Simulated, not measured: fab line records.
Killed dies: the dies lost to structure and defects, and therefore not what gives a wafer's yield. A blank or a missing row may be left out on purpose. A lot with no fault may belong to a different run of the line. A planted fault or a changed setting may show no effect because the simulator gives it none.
Shared-tool check ; flow n5 finfet ; 9 lots, 27 wafers sampled

== REASON IT WAS OPENED ==
At N5_STI_FIN_REVEAL_INSPECT_13 the reading raw defect count is flagged on 2 of 9 lots. Wafers without a fault read 12, standard deviation 6.3.
Rule: flag the lot when none of its wafers has a number, or when each of its wafers that has one lies beyond 4 standard deviations from that mean. The rest of the lots are taken to be sound.

lot;measured;on;raw defect count, wafer by wafer;flag
L288;day 2 14:05;defect inspect-02;19 6 12;
L290;day 3 02:37;defect inspect-02;11 16 12;
L295;day 4 08:12;defect inspect-01;14 21 12;
L296;day 4 15:39;defect inspect-01;436 425 396;FLAGGED
L299;day 5 12:42;defect inspect-01;426 429 415;FLAGGED
L304;day 6 13:31;defect inspect-01;8 26 6;
L309;day 7 19:35;defect inspect-01;10 8 8;
L310;day 8 00:59;defect inspect-01;6 7 4;
L311;day 8 07:37;defect inspect-02;16 14 17;
The numbers of the flagged lots are 421 on average: +409 against the usual, or +65 standard deviations.

== WHICH TOOL RAN EACH LOT ==
4 process steps preceding the reading are held in the record, out of 1938 steps in the route. Each cell gives the tool, then ch followed by the chambers the sampled wafers passed through, then the start.
lot;flag;N5_FIN_CUT_CUT_ETCH_27;N5_STI_FIN_REVEAL_ALD_14;N5_STI_FIN_REVEAL_ETCH_34;N5_STI_FIN_REVEAL_OXIDATION_31
L288;;rie diel-01 ch 0,1, day 2 03:31;ald sin-01 ch 1,2,3, day 2 04:44;rie si-01 ch 1,2,3, day 2 12:41;plasma asher-01 ch 0,1, day 2 12:44
L290;;rie diel-01 ch 0,1, day 2 16:53;ald sin-01 ch 0,2,3, day 2 17:25;rie si-02 ch 0,1, day 3 01:55;plasma asher-01 ch 0,1, day 3 02:00
L295;;rie diel-05 ch 0,2,3, day 3 23:01;ald sin-02 ch 0,1,2, day 3 23:35;rie si-06 ch 0,2,3, day 4 07:30;plasma asher-02 ch 0,1, day 4 07:34
L296;FLAGGED;rie diel-05 ch 0,1,2, day 4 04:08;ald sin-01 ch 1,3, day 4 04:45;rie si-01 ch 0,3, day 4 14:29;plasma asher-01 ch 1, day 4 14:33
L299;FLAGGED;rie diel-04 ch 0,1,2, day 5 02:31;ald sin-01 ch 1,2,3, day 5 03:46;rie si-06 ch 0,1, day 5 12:00;plasma asher-01 ch 0,1, day 5 12:04
L304;;rie diel-05 ch 1,2,3, day 6 04:06;ald sin-01 ch 0,2, day 6 04:41;rie si-01 ch 0,2,3, day 6 12:46;plasma asher-02 ch 0,1, day 6 12:50
L309;;rie diel-04 ch 0,2,3, day 7 09:07;ald sin-04 ch 0,2,3, day 7 10:54;rie si-02 ch 0,1,2, day 7 18:53;plasma asher-01 ch 0,1, day 7 18:57
L310;;rie diel-05 ch 0,2,3, day 7 15:46;ald sin-02 ch 0,1,3, day 7 16:17;rie si-01 ch 0,1,2, day 8 00:17;plasma asher-01 ch 0,1, day 8 00:21
L311;;rie diel-05 ch 1,2, day 7 21:34;ald sin-02 ch 0,1,3, day 7 22:31;rie si-02 ch 0,1,3, day 8 06:53;plasma asher-02 ch 0,1, day 8 06:58
What the steps here do:
- N5_FIN_CUT_CUT_ETCH_27: etches SiO2 in CHF3/O2, target depth 4 nm, overetch 2 nm, time 4.9 s.
- N5_STI_FIN_REVEAL_ALD_14: deposits Si3N4, target thk 3 nm.
- N5_STI_FIN_REVEAL_ETCH_34: etches Si in H2, material Si, target depth 0.97 nm.
- N5_STI_FIN_REVEAL_OXIDATION_31: chemistry O2 PLASMA REMOTE, time 20 s.
- N5_STI_FIN_REVEAL_INSPECT_13: inspects for defects (darkfield).

== FLAGGED AGAINST TOTAL, ONE TOOL AT A TIME (gauges that did the reading follow at the end) ==
step;tool;lots run;flagged;share of the flagged lots;sound lots run after its first flagged lot
N5_FIN_CUT_CUT_ETCH_27;rie diel-01;2;0;none;-
N5_FIN_CUT_CUT_ETCH_27;rie diel-04;2;1;some;1 (L309)
N5_FIN_CUT_CUT_ETCH_27;rie diel-05;5;1;some;3 (L304,L310,L311)
N5_STI_FIN_REVEAL_ALD_14;ald sin-01;5;2;all;1 (L304)
N5_STI_FIN_REVEAL_ALD_14;ald sin-02;3;0;none;-
N5_STI_FIN_REVEAL_ALD_14;ald sin-04;1;0;none;-
N5_STI_FIN_REVEAL_ETCH_34;rie si-01;4;1;some;2 (L304,L310)
N5_STI_FIN_REVEAL_ETCH_34;rie si-02;3;0;none;-
N5_STI_FIN_REVEAL_ETCH_34;rie si-06;2;1;some;0
N5_STI_FIN_REVEAL_OXIDATION_31;plasma asher-01;6;2;all;2 (L309,L310)
N5_STI_FIN_REVEAL_OXIDATION_31;plasma asher-02;3;0;none;-
N5_STI_FIN_REVEAL_INSPECT_13;defect inspect-01;6;2;all;3 (L304,L309,L310)
N5_STI_FIN_REVEAL_INSPECT_13;defect inspect-02;3;0;none;-

== WHAT IS ALLOWED BY THE TABLE ==
ald sin-01 at N5_STI_FIN_REVEAL_ALD_14, plasma asher-01 at N5_STI_FIN_REVEAL_OXIDATION_31 and defect inspect-01 at N5_STI_FIN_REVEAL_INSPECT_13: these 3 rows of the table ran every flagged lot.
- ald sin-01 at N5_STI_FIN_REVEAL_ALD_14: 2 of its 5 lots flagged. After the first flagged lot (L304), sound lots still ran on it; a lasting fault on the whole tool would not permit that.
- plasma asher-01 at N5_STI_FIN_REVEAL_OXIDATION_31: 2 of its 6 lots flagged. After the first flagged lot (L309, L310), sound lots still ran on it; a lasting fault on the whole tool would not permit that.
- defect inspect-01 at N5_STI_FIN_REVEAL_INSPECT_13: 2 of its 6 lots flagged. After the first flagged lot (L304, L309, L310), sound lots still ran on it; a lasting fault on the whole tool would not permit that.
None of the table's rows ran every flagged lot and, after the first, no sound lot.

== WHAT THE SIMULATOR HAD INSERTED ==
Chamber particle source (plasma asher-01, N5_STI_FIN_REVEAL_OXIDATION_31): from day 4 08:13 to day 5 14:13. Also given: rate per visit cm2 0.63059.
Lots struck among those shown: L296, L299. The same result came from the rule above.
